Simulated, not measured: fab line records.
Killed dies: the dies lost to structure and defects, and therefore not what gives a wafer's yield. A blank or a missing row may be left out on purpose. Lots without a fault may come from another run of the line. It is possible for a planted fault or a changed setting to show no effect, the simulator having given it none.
fab line records	flow n5Finfet
record lots=7	wafers=39
route steps=1938 shown DUMMY_GATE@228 SD_EPI_P@321 SD_ACTIVATION@330
startH: hours from the record's first day to the start of the lot's first wafer shown	waitH: hours since the lot's step before	" identical to the entry in the row above	L1.1+2: several wafers, shown together as one row	- value missing, or start not given	* or withheld: withheld	< > ~ a bound
route shown NAME@n: names a module that has steps shown in the file, with the first one's number in the route	usual: mean/standard deviation of fault-free wafers	same: alike in all rows	chamber/n: place in a boat	sites: the reading at each site	_std_site: the values' standard deviation	_edge_site: the outer-site mean with the inner-site mean subtracted	radiusMm: for every site, how far away it sits from the centre of the wafer	mask NAME#n: copy n	behind: the tool/chamber that last shaped the wafer	hold: cause of the lot's hold/its duration in hours/its outcome	device: which transistor (n, p or np) failed to switch	end of line: tests of these same wafers at the route's end	a step with no rows: only its recipe	killed: count of dies lost to structure and defects at first sort (not the wafer's yield)	map: a wafer's dies, x killed, . not, _ none there
set.NAME: the run value of the setting; set.NAME@STEP: its run value at that earlier step	model.NAME: the simulator's own value behind a step, which no gauge read
one table per step and one row per wafer, for lots whose settings were changed on purpose
## steps
# step N5_DUMMY_GATE_EXPOSE_12
# recipe maskId=GATE	na=0.33	sourceShape=annular	sigmaInner=0.2	sigmaOuter=0.6	polarization=unpolarized	targetCdNm=25	doseMj=34
lot.wafer	tool	chamber	startH	waitH	mask	set.doseMj
L075.1+2+3	euvScanner-02	0	51.03	-	GATE#0	34
L075.4+5+6	"	0	"	"	GATE#0	35.48
L076.1+2+4	euvScanner-01	0	58.48	-	GATE#0	34
L076.3+5+6	"	0	"	"	GATE#0	35.05
L081.2+3+5	euvScanner-02	0	87.74	-	GATE#0	34
L085.1+4+6	euvScanner-01	0	112.34	-	GATE#0	34.93
L085.2+3+5	"	0	"	"	GATE#0	34
L089.1+3+5	euvScanner-01	0	138.46	-	GATE#0	35.29
L089.2+4+6	"	0	"	"	GATE#0	34
L092.1+2+5	euvScanner-02	0	155.57	-	GATE#0	34
L092.3+4+6	"	0	"	"	GATE#0	35.61
L093.1+2+3	euvScanner-01	0	159.79	-	GATE#0	34
L093.4+5+6	"	0	"	"	GATE#0	31.49
# step N5_DUMMY_GATE_PEB_13
# recipe pebTempC=100	pebTimeS=60	resist=CAR-EUV
# step N5_DUMMY_GATE_DEVELOP_14
# recipe developTimeS=30	developer=TMAH	resist=CAR-EUV	rinseLiquid=surfactantRinse	dry=airSpin	devTempC=23
# step N5_DUMMY_GATE_CD_MEAS_15
# recipe targetCdNm=25.8	landingEnergyEv=500	detector=seInlens
# usual cdNm=24.91/0.25
lot.wafer	tool	chamber	startH	waitH	set.doseMj@DUMMY_GATE_EXPOSE_12	cdNm
L075.1	cdSem-02	0	51.15	-	34	24.53
L075.2	"	0	"	"	34	24.63
L075.3	"	0	"	"	34	24.79
L075.4	"	0	"	"	35.48	23.91
L075.5	"	0	"	"	35.48	24.21
L075.6	"	0	"	"	35.48	23.65
L076.1	cdSem-01	0	58.60	-	34	24.66
L076.2	"	0	"	"	34	25.09
L076.3	"	0	"	"	35.05	24.29
L076.4	"	0	"	"	34	25.31
L076.5	"	0	"	"	35.05	24.77
L076.6	"	0	"	"	35.05	24.52
L081.2	cdSem-01	0	87.86	-	34	25.15
L081.3	"	0	"	"	34	25.16
L081.5	"	0	"	"	34	24.55
L085.1	cdSem-02	0	112.47	-	34.93	24.82
L085.2	"	0	"	"	34	25.17
L085.3	"	0	"	"	34	25.03
L085.4	"	0	"	"	34.93	24.58
L085.5	"	0	"	"	34	25.00
L085.6	"	0	"	"	34.93	24.68
L089.1	cdSem-02	0	138.59	-	35.29	24.72
L089.2	"	0	"	"	34	25.29
L089.3	"	0	"	"	35.29	24.76
L089.4	"	0	"	"	34	25.10
L089.5	"	0	"	"	35.29	24.80
L089.6	"	0	"	"	34	25.19
L092.1	cdSem-02	0	155.70	-	34	24.95
L092.2	"	0	"	"	34	24.84
L092.3	"	0	"	"	35.61	24.31
L092.4	"	0	"	"	35.61	24.33
L092.5	"	0	"	"	34	24.77
L092.6	"	0	"	"	35.61	24.12
L093.1	cdSem-02	0	159.91	-	34	25.13
L093.2	"	0	"	"	34	24.72
L093.3	"	0	"	"	34	24.54
L093.4	"	0	"	"	31.49	26.35
L093.5	"	0	"	"	31.49	26.45
L093.6	"	0	"	"	31.49	26.06
# step N5_DUMMY_GATE_STRIP_38
# recipe chemistry=N2/H2	tempC=40	n2FlowSccm=200	h2FlowSccm=200	rfFrequencyHz=6e+07
# step N5_DUMMY_GATE_STRIP_39
# recipe chemistry=N2/H2	tempC=40	n2FlowSccm=200	h2FlowSccm=200	rfFrequencyHz=6e+07
# step N5_DUMMY_GATE_TRIM_49
# recipe chemistry=O2	resist=SOC	timeS=29	targetCdNm=14	sourcePowerW=300	biasPowerW=0	O2_flow_sccm=100	tempC=20
lot.wafer	tool	chamber	startH	waitH	set.doseMj@DUMMY_GATE_EXPOSE_12	model.DUMMY_GATE.cdNm
L075.1+3	rieSi-06	2,0	51.72	0.0	34	14.2
L075.2	"	1	"	"	34	13.6
L075.4	"	3	"	"	35.48	13
L075.5	"	1	"	"	35.48	13.2
L075.6	"	0	"	"	35.48	12.6
L076.1	rieSi-02	2	58.96	0.0	34	13.8
L076.2	"	1	"	"	34	14.2
L076.3	"	3	"	"	35.05	13.8
L076.4	"	0	"	"	34	14.4
L076.5	"	2	"	"	35.05	13.2
L076.6	"	3	"	"	35.05	13.6
L081.2	rieSi-02	2	88.21	0.0	34	13.6
L081.3	"	1	"	"	34	14.2
L081.5	"	2	"	"	34	13.8
L085.1	rieSi-05	1	112.88	0.0	34.93	13.2
L085.2+5	"	0,1	"	"	34	13.8
L085.3	"	2	"	"	34	13.6
L085.4	"	3	"	"	34.93	13.4
L085.6	"	2	"	"	34.93	13
L089.1	rieSi-02	1	138.95	0.0	35.29	13.8
L089.2+6	"	3,1	"	"	34	14.6
L089.3	"	2	"	"	35.29	13.2
L089.4	"	0	"	"	34	14.8
L089.5	"	2	"	"	35.29	13.6
L092.1+2	rieSi-06	1,3	156.66	0.0	34	14
L092.3	"	0	"	"	35.61	13.2
L092.4	"	2	"	"	35.61	13.4
L092.5	"	2	"	"	34	14.6
L092.6	"	3	"	"	35.61	13
L093.1	rieSi-02	1	160.62	0.0	34	14
L093.2+3	"	0,2	"	"	34	13.8
L093.4	"	3	"	"	31.49	15.8
L093.5+6	"	2,1	"	"	31.49	15.4
# step N5_DUMMY_GATE_STRIP_40
# recipe chemistry=CF4	resist=SiARC	powerW=300	biasPowerW=75	pressureMtorr=50	cf4FlowSccm=150	rfFrequencyHz=6e+07
# step N5_DUMMY_GATE_CD_MEAS_50
# recipe targetCdNm=14
# usual cdNm=14.0/0.33
lot.wafer	tool	chamber	startH	waitH	set.doseMj@DUMMY_GATE_EXPOSE_12	cdNm
L075.1	cdSem-02	-	51.87	0.0	34	14.0
L075.2	"	-	"	"	34	13.5
L075.3	"	-	"	"	34	14.1
L075.4	"	-	"	"	35.48	13.2
L075.5	"	-	"	"	35.48	12.9
L075.6	"	-	"	"	35.48	12.7
L076.1	cdSem-01	-	59.11	0.0	34	14.0
L076.2	"	-	"	"	34	14.0
L076.3	"	-	"	"	35.05	14.0
L076.4	"	-	"	"	34	14.0
L076.5	"	-	"	"	35.05	13.7
L076.6	"	-	"	"	35.05	13.5
L081.2	cdSem-01	-	88.37	0.0	34	14.1
L081.3	"	-	"	"	34	14.2
L081.5	"	-	"	"	34	13.5
L085.1	cdSem-03	-	113.05	0.0	34.93	13.3
L085.2	"	-	"	"	34	13.7
L085.3	"	-	"	"	34	13.8
L085.4	"	-	"	"	34.93	13.6
L085.5	"	-	"	"	34	13.8
L085.6	"	-	"	"	34.93	13.1
L089.1	cdSem-03	-	139.22	0.0	35.29	13.8
L089.2	"	-	"	"	34	15.0
L089.3	"	-	"	"	35.29	13.1
L089.4	"	-	"	"	34	14.9
L089.5	"	-	"	"	35.29	13.7
L089.6	"	-	"	"	34	14.8
L092.1	cdSem-02	-	157.09	0.0	34	13.9
L092.2	"	-	"	"	34	13.9
L092.3	"	-	"	"	35.61	13.0
L092.4	"	-	"	"	35.61	13.2
L092.5	"	-	"	"	34	14.8
L092.6	"	-	"	"	35.61	12.9
L093.1	cdSem-02	-	160.77	0.0	34	13.7
L093.2	"	-	"	"	34	13.4
L093.3	"	-	"	"	34	13.9
L093.4	"	-	"	"	31.49	15.8
L093.5	"	-	"	"	31.49	15.7
L093.6	"	-	"	"	31.49	15.3
# step N5_DUMMY_GATE_ETCH_31
# recipe chemistry=C4F6/O2	target=SiO2	maskMaterial=SOC	targetDepthA=825	timeS=27.5	ionEnergyEv=250	pressureMtorr=30	sourceW=345	biasW=185	Ar_flow_sccm=300	C4F6_flow_sccm=10	O2_flow_sccm=10
lot.wafer	tool	chamber	startH	waitH	set.targetDepthA	model.etch.depthNm	model.SOC_of_DUMMY_GATE_COAT_34.thkNm
L075.1	rieDiel-04	0	51.92	0.0	853.8	85.27	51.6
L075.2	"	1	"	"	853.8	85.54	51.4
L075.3	"	3	"	"	825	81.4	52.2
L075.4	"	2	"	"	825	80.46	52
L075.5	"	2	"	"	825	80.67	52
L075.6	"	3	"	"	853.8	84.17	51.8
L076.1	rieDiel-04	0	59.20	0.1	906.2	90.37	51.2
L076.2	"	2	"	"	825	80.61	52.2
L076.3	"	3	"	"	906.2	89.37	51.2
L076.4	"	1	"	"	906.2	90.81	51
L076.5	"	1	"	"	825	83.16	52
L076.6	"	2	"	"	825	81.18	52
L081.2	rieDiel-06	1	88.41	0.0	825	83.39	52
L081.3	"	3	"	"	825	85.2	51.6
L081.5	"	2	"	"	825	82.56	52.2
L085.1	rieDiel-04	1	113.10	0.0	773.2	77.17	52.6
L085.2	"	0	"	"	773.2	76.45	52.8
L085.3	"	3	"	"	825	81.27	52.2
L085.4	"	2	"	"	825	81.29	52.2
L085.5	"	0	"	"	773.2	75.63	52.8
L085.6	"	1	"	"	825	82.96	52
L089.1	rieDiel-04	2	139.29	0.1	909.6	90.12	51.4
L089.2	"	0	"	"	825	82.26	52
L089.3	"	1	"	"	825	82.7	51.8
L089.4	"	3	"	"	825	82.11	52.2
L089.5	"	0	"	"	909.6	90.84	51.2
L089.6	"	3	"	"	909.6	90.45	51.2
L092.1	rieDiel-06	1	157.14	0.1	825	83.41	52.2
L092.2	"	2	"	"	741.1	76.22	52.6
L092.3	"	0	"	"	741.1	73.83	52.8
L092.4	"	3	"	"	825	83.55	51.8
L092.5	"	1	"	"	825	83.48	52.2
L092.6	"	0	"	"	741.1	73.89	52.8
L093.1	rieDiel-06	2	160.97	0.2	825	83.48	51.8
L093.2	"	0	"	"	825	81.72	52
L093.3	"	3	"	"	825	82.88	51.6
L093.4	"	1	"	"	825	83.4	52
L093.5	"	0	"	"	825	81.6	52.2
L093.6	"	3	"	"	825	83.38	51.6
# step N5_DUMMY_GATE_STRIP_41
# recipe chemistry=O2	powerW=400	tempC=40	pressureMtorr=30	rfFrequencyHz=6e+07	biasPowerW=0	overashFraction=0.3	o2FlowSccm=225
# step N5_DUMMY_GATE_HM_OPEN_21
# recipe chemistry=CH3F/O2	target=SiNx	targetDepthA=1200	Ar_flow_sccm=150	CH3F_flow_sccm=30	O2_flow_sccm=23	timeS=171.4	pressureMtorr=30	sourceW=395	biasW=73	ionEnergyEv=120.7
# step N5_DUMMY_GATE_ETCH_32
# recipe chemistry=CF4	target=SiO2	targetDepthA=35	timeS=3.9	ionEnergyEv=350	pressureMtorr=10	icpW=800	biasW=400	cf4FlowSccm=80
# step N5_DUMMY_GATE_ETCH_23
# recipe chemistry=HBr/Cl2/O2	HBr_flow_sccm=150	Cl2_flow_sccm=80	O2_flow_sccm=12	biasW=102	targetDepthA=410	timeS=22.3	target=poly-Si	maskMaterial=SiO2	pressureMtorr=10	icpW=800
# step N5_DUMMY_GATE_ETCH_44
# recipe chemistry=HBr/O2	overEtchFrac=0.7	targetDepthA=1275	stopOn=SiO2	ionEnergyEv=60	biasW=20	target=poly-Si	maskMaterial=SiO2	pressureMtorr=20	icpW=400	HBr_flow_sccm=120	O2_flow_sccm=10
lot.wafer	tool	chamber	startH	waitH	set.doseMj@DUMMY_GATE_EXPOSE_12	model.DUMMY_GATE.cdNm
L075.1	rieSi-05	3	52.26	0.0	34	14.8
L075.2	"	1	"	"	34	14.4
L075.3	"	2	"	"	34	15.2
L075.4	"	0	"	"	35.48	13.8
L075.5	"	3	"	"	35.48	14.2
L075.6	"	0	"	"	35.48	13.6
L076.1	rieSi-05	3	59.54	0.0	34	14.6
L076.2+4	"	1,0	"	"	34	15.2
L076.3+6	"	2,3	"	"	35.05	14.6
L076.5	"	0	"	"	35.05	14.2
L081.2+5	rieSi-05	0,3	88.75	0.0	34	14.8
L081.3	"	2	"	"	34	15.2
L085.1+4	rieSi-06	3,1	113.43	0.0	34.93	14.6
L085.2	"	0	"	"	34	14.8
L085.3	"	2	"	"	34	15
L085.5	"	3	"	"	34	14.6
L085.6	"	2	"	"	34.93	14
L089.1	rieSi-05	0	139.63	0.0	35.29	14.8
L089.2	"	3	"	"	34	15.4
L089.3	"	1	"	"	35.29	14.2
L089.4	"	2	"	"	34	15.8
L089.5	"	0	"	"	35.29	14.4
L089.6	"	1	"	"	34	15.6
L092.1	rieSi-05	1	157.48	0.0	34	15
L092.2	"	0	"	"	34	14.8
L092.3	"	2	"	"	35.61	14.6
L092.4	"	3	"	"	35.61	14.4
L092.5	"	1	"	"	34	15.6
L092.6	"	0	"	"	35.61	14.2
L093.1+2+3	rieSi-05	2,3,1	161.30	0.0	34	14.8
L093.4	"	0	"	"	31.49	16.6
L093.5+6	"	3,2	"	"	31.49	16.2
# step N5_DUMMY_GATE_CD_MEAS_24
# recipe targetCdNm=15
# usual cdNm=15.0/0.36
lot.wafer	tool	chamber	startH	waitH	set.doseMj@DUMMY_GATE_EXPOSE_12	cdNm
L075.1	cdSem-03	-	52.37	0.1	34	14.4
L075.2	"	-	"	"	34	14.5
L075.3	"	-	"	"	34	15.1
L075.4	"	-	"	"	35.48	13.8
L075.5	"	-	"	"	35.48	14.0
L075.6	"	-	"	"	35.48	13.7
L076.1	cdSem-02	-	59.65	0.1	34	14.6
L076.2	"	-	"	"	34	15.1
L076.3	"	-	"	"	35.05	14.8
L076.4	"	-	"	"	34	15.4
L076.5	"	-	"	"	35.05	14.2
L076.6	"	-	"	"	35.05	14.5
L081.2	cdSem-01	-	88.86	0.1	34	14.9
L081.3	"	-	"	"	34	15.0
L081.5	"	-	"	"	34	14.2
L085.1	cdSem-02	-	113.54	0.1	34.93	14.6
L085.2	"	-	"	"	34	14.9
L085.3	"	-	"	"	34	14.8
L085.4	"	-	"	"	34.93	14.4
L085.5	"	-	"	"	34	14.7
L085.6	"	-	"	"	34.93	14.1
L089.1	cdSem-03	-	139.75	0.1	35.29	14.6
L089.2	"	-	"	"	34	15.6
L089.3	"	-	"	"	35.29	14.4
L089.4	"	-	"	"	34	16.0
L089.5	"	-	"	"	35.29	14.5
L089.6	"	-	"	"	34	15.8
L092.1	cdSem-02	-	157.60	0.1	34	14.9
L092.2	"	-	"	"	34	14.8
L092.3	"	-	"	"	35.61	14.7
L092.4	"	-	"	"	35.61	14.5
L092.5	"	-	"	"	34	15.6
L092.6	"	-	"	"	35.61	14.2
L093.1	cdSem-02	-	161.41	0.1	34	14.9
L093.2	"	-	"	"	34	14.8
L093.3	"	-	"	"	34	14.8
L093.4	"	-	"	"	31.49	16.3
L093.5	"	-	"	"	31.49	16.2
L093.6	"	-	"	"	31.49	16.4
# step N5_DUMMY_GATE_ETCH_42
# recipe chemistry=CHF3/O2	target=SiO2	targetDepthA=35	timeS=31	ionEnergyEv=30	biasW=12	pressureMtorr=30	sourceW=600	Ar_flow_sccm=200	CHF3_flow_sccm=50	O2_flow_sccm=5
lot.wafer	tool	chamber	startH	waitH	set.biasW	set.doseMj@DUMMY_GATE_EXPOSE_12	model.DUMMY_GATE.cdNm
L075.1	rieDiel-04	3	52.42	0.0	12	34	14.6
L075.2	"	0	"	"	12	34	14.4
L075.3	"	1	"	"	12	34	15.2
L075.4	"	2	"	"	12	35.48	13.8
L075.5	"	3	"	"	12	35.48	14
L075.6	"	0	"	"	12	35.48	13.6
L076.1	rieDiel-06	0	59.83	0.2	10.5	34	14.6
L076.2	"	1	"	"	10.5	34	15
L076.3	"	3	"	"	10.5	35.05	14.6
L076.4	"	2	"	"	12	34	15.4
L076.5	"	3	"	"	12	35.05	14.2
L076.6	"	0	"	"	12	35.05	14.6
L081.2	rieDiel-04	2	88.91	0.0	12	34	14.8
L081.3	"	1	"	"	12	34	15
L081.5	"	1	"	"	12	34	14.6
L085.1	rieDiel-01	2	113.59	0.0	12	34.93	14.4
L085.2	"	1	"	"	13.82	34	14.8
L085.3	"	3	"	"	13.82	34	15
L085.4	"	1	"	"	12	34.93	14.6
L085.5	"	3	"	"	12	34	14.8
L085.6	"	2	"	"	13.82	34.93	14
L089.1	rieDiel-04	0	139.80	0.0	13.19	35.29	14.8
L089.2	"	2	"	"	12	34	15.4
L089.3	"	1	"	"	12	35.29	14.2
L089.4	"	3	"	"	13.19	34	15.8
L089.5	"	0	"	"	12	35.29	14.4
L089.6	"	1	"	"	13.19	34	15.4
L092.1+2	rieDiel-06	2,0	157.72	0.1	12	34	15
L092.3+4	"	1,3	"	"	12	35.61	14.4
L092.5	"	0	"	"	12	34	15.6
L092.6	"	1	"	"	12	35.61	14.2
L093.1	rieDiel-06	1	161.48	0.1	12	34	14.8
L093.2+3	"	2,0	"	"	13.08	34	14.8
L093.4	"	3	"	"	12	31.49	16.6
L093.5	"	0	"	"	12	31.49	16.4
L093.6	"	3	"	"	13.08	31.49	16.2
# step N5_SD_EPI_P_EPI_21
# recipe material=SiGe:B	dopant=B	tempC=550	pressureTorr=20	ambient=H2	timeS=355
lot.wafer	tool	chamber	startH	waitH	set.timeS	model.SiGe-B_of_SD_EPI_P_EPI_21.thkNm
L075.1	epiRpcvd-01	0	60.29	0.1	355	60.8
L075.2+5	"	0	"	"	355	60.6
L075.3+6	"	0	"	"	319.3	56.8
L075.4	"	0	"	"	319.3	57.6
L076.1	epiRpcvd-01	0	67.50	0.1	355	61.4
L076.2	"	0	"	"	404.2	66.4
L076.3+6	"	0	"	"	404.2	67
L076.4	"	0	"	"	355	61.8
L076.5	"	0	"	"	355	60.8
L081.2	epiRpcvd-02	0	97.68	0.9	355	61.2
L081.3	"	0	"	"	355	60.4
L081.5	"	0	99.60	2.6	355	60.6
L085.1	epiRpcvd-03	0	121.15	0.1	379.2	64
L085.2	"	0	"	"	355	60.4
L085.3+4	"	0	"	"	355	60.8
L085.5	"	0	"	"	379.2	63.4
L085.6	"	0	"	"	379.2	63.6
L089.1	epiRpcvd-01	0	150.28	0.3	393.4	65
L089.2	"	0	"	"	393.4	65.4
L089.3+6	"	0	"	"	355	60.8
L089.4	"	0	"	"	393.4	64.2
L089.5	"	0	"	"	355	60.4
L092.1	epiRpcvd-01	0	166.35	0.2	355	60.4
L092.2+6	"	0	"	"	355	60.6
L092.3	"	0	"	"	355	59.8
L092.4	"	0	"	"	355	60
L092.5	"	0	"	"	355	60.8
L093.1+3+5+6	epiRpcvd-03	0	169.31	0.2	355	61.6
L093.2	"	0	"	"	355	62.8
L093.4	"	0	"	"	355	62.4
# step N5_SD_EPI_P_EPI_MEAS_23
# recipe mode=xrd
# usual thkNm=61.1/1.2
lot.wafer	tool	chamber	startH	waitH	set.timeS@SD_EPI_P_EPI_21	thkNm
L075.1	filmMetro-02	-	62.48	1.8	355	60.4
L075.2	"	-	"	"	355	60.7
L075.3	"	-	"	"	319.3	57.0
L075.4	"	-	"	"	319.3	59.3
L075.5	"	-	"	"	355	60.5
L075.6	"	-	"	"	319.3	55.6
L076.1	filmMetro-02	-	69.71	1.9	355	61.6
L076.2	"	-	"	"	404.2	67.3
L076.3	"	-	"	"	404.2	68.4
L076.4	"	-	"	"	355	63.1
L076.5	"	-	"	"	355	59.9
L076.6	"	-	"	"	404.2	68.9
L081.2	filmMetro-02	-	100.92	2.6	355	62.3
L081.3	"	-	"	"	355	60.3
L081.5	"	-	"	"	355	61.5
L085.1	filmMetro-02	-	123.34	1.8	379.2	62.1
L085.2	"	-	"	"	355	58.5
L085.3	"	-	"	"	355	60.9
L085.4	"	-	"	"	355	62.3
L085.5	"	-	"	"	379.2	64.0
L085.6	"	-	"	"	379.2	63.5
L089.1	filmMetro-01	-	154.16	3.2	393.4	66.5
L089.2	"	-	"	"	393.4	66.5
L089.3	"	-	"	"	355	61.0
L089.4	"	-	"	"	393.4	65.2
L089.5	"	-	"	"	355	60.8
L089.6	"	-	"	"	355	61.6
L092.1	filmMetro-01	-	169.26	2.4	355	59.9
L092.2	"	-	"	"	355	62.2
L092.3	"	-	"	"	355	59.6
L092.4	"	-	"	"	355	59.8
L092.5	"	-	"	"	355	60.6
L092.6	"	-	"	"	355	60.0
L093.1	filmMetro-01	-	172.24	2.5	355	62.2
L093.2	"	-	"	"	355	61.6
L093.3	"	-	"	"	355	62.0
L093.4	"	-	"	"	355	63.2
L093.5	"	-	"	"	355	62.2
L093.6	"	-	"	"	355	60.5
# step N5_SD_EPI_P_HM_STRIP_48
# recipe chemistry=H3PO4	tempC=160	material=SiNx	target=SiNx	targetDepthA=30	overetchFraction=0.3
# step N5_SD_EPI_P_SRD_49
# recipe dry=ipaMarangoni	timeS=30	tempC=23	rinseLiquid=diw
# step N5_SD_ACTIVATION_RTA_00
# recipe tempC=975	timeS=0	ambient=N2	idleTempC=600	rampUpCPerS=150	rampDownCPerS=60	coolToC=600
# step N5_SD_ACTIVATION_LSA_01
# recipe tempC=1080	timeS=0.0008	ambient=N2
# step N5_SD_ACTIVATION_RS_MEAS_03
# recipe thkMeasGauge=four-point-probe
# usual RS_SD_N=21.89/0.26	RS_SD_P=56.0/0.81
lot.wafer	tool	chamber	startH	waitH	set.timeS@SD_EPI_P_EPI_21	RS_SD_N[ohm/sq]	RS_SD_P[ohm/sq]
L075.1	filmMetro-02	-	63.09	0.2	355	21.73	56.7
L075.2	"	-	"	"	355	21.42	56.8
L075.3	"	-	"	"	319.3	21.72	60.4
L075.4	"	-	"	"	319.3	21.74	58.9
L075.5	"	-	"	"	355	21.56	57.0
L075.6	"	-	"	"	319.3	21.54	60.1
L076.1	filmMetro-02	-	70.42	0.2	355	22.04	56.5
L076.2	"	-	"	"	404.2	22.10	51.8
L076.3	"	-	"	"	404.2	22.02	51.4
L076.4	"	-	"	"	355	21.82	55.6
L076.5	"	-	"	"	355	22.19	56.4
L076.6	"	-	"	"	404.2	21.79	51.5
L081.2	filmMetro-02	-	101.73	0.2	355	21.78	56.8
L081.3	"	-	"	"	355	21.89	57.1
L081.5	"	-	"	"	355	21.87	56.7
L085.1	filmMetro-02	-	124.21	0.2	379.2	21.66	54.2
L085.2	"	-	"	"	355	21.69	56.6
L085.3	"	-	"	"	355	21.25	57.0
L085.4	"	-	"	"	355	21.36	56.8
L085.5	"	-	"	"	379.2	21.80	54.5
L085.6	"	-	"	"	379.2	21.71	54.1
L089.1	filmMetro-02	-	154.76	0.2	393.4	21.69	52.3
L089.2	"	-	"	"	393.4	21.75	51.9
L089.3	"	-	"	"	355	21.56	55.8
L089.4	"	-	"	"	393.4	21.83	53.0
L089.5	"	-	"	"	355	21.55	56.2
L089.6	"	-	"	"	355	21.88	55.1
L092.1	filmMetro-02	-	170.23	0.2	355	22.07	55.9
L092.2	"	-	"	"	355	21.60	56.3
L092.3	"	-	"	"	355	21.94	57.3
L092.4	"	-	"	"	355	22.18	56.7
L092.5	"	-	"	"	355	22.02	56.1
L092.6	"	-	"	"	355	21.79	56.4
L093.1	filmMetro-02	-	172.86	0.2	355	22.17	55.5
L093.2	"	-	"	"	355	22.24	53.5
L093.3	"	-	"	"	355	22.00	55.7
L093.4	"	-	"	"	355	22.22	54.3
L093.5	"	-	"	"	355	21.92	55.4
L093.6	"	-	"	"	355	22.24	55.0
## key
split step=N5_DUMMY_GATE_EXPOSE_12	setting=doseMj	stated=34	by=wafer
response step=N5_DUMMY_GATE_CD_MEAS_15	reading=cdNm	change=-0.166	per=1%	r=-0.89
response step=N5_DUMMY_GATE_TRIM_49	reading=model.DUMMY_GATE.cdNm	change=-0.23	per=1%	r=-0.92
response step=N5_DUMMY_GATE_CD_MEAS_50	reading=cdNm	change=-0.247	per=1%	r=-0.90
response step=N5_DUMMY_GATE_ETCH_44	reading=model.DUMMY_GATE.cdNm	change=-0.203	per=1%	r=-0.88
response step=N5_DUMMY_GATE_CD_MEAS_24	reading=cdNm	change=-0.197	per=1%	r=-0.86
response step=N5_DUMMY_GATE_ETCH_42	reading=model.DUMMY_GATE.cdNm	change=-0.213	per=1%	r=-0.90
split step=N5_DUMMY_GATE_ETCH_31	setting=targetDepthA	stated=825	by=wafer
response step=N5_DUMMY_GATE_ETCH_31	reading=model.etch.depthNm	change=+0.856	per=1%	r=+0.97
response step=N5_DUMMY_GATE_ETCH_31	reading=model.SOC_of_DUMMY_GATE_COAT_34.thkNm	change=-0.0809	per=1%	r=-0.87
split step=N5_DUMMY_GATE_ETCH_42	setting=biasW	stated=12	by=wafer
response none clear
split step=N5_SD_EPI_P_EPI_21	setting=timeS	stated=355	by=wafer
response step=N5_SD_EPI_P_EPI_21	reading=model.SiGe-B_of_SD_EPI_P_EPI_21.thkNm	change=+0.389	per=1%	r=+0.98
response step=N5_SD_EPI_P_EPI_MEAS_23	reading=thkNm	change=*	per=1%	r=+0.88
response step=N5_SD_ACTIVATION_RS_MEAS_03	reading=RS_SD_P	change=-0.323	per=1%	r=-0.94
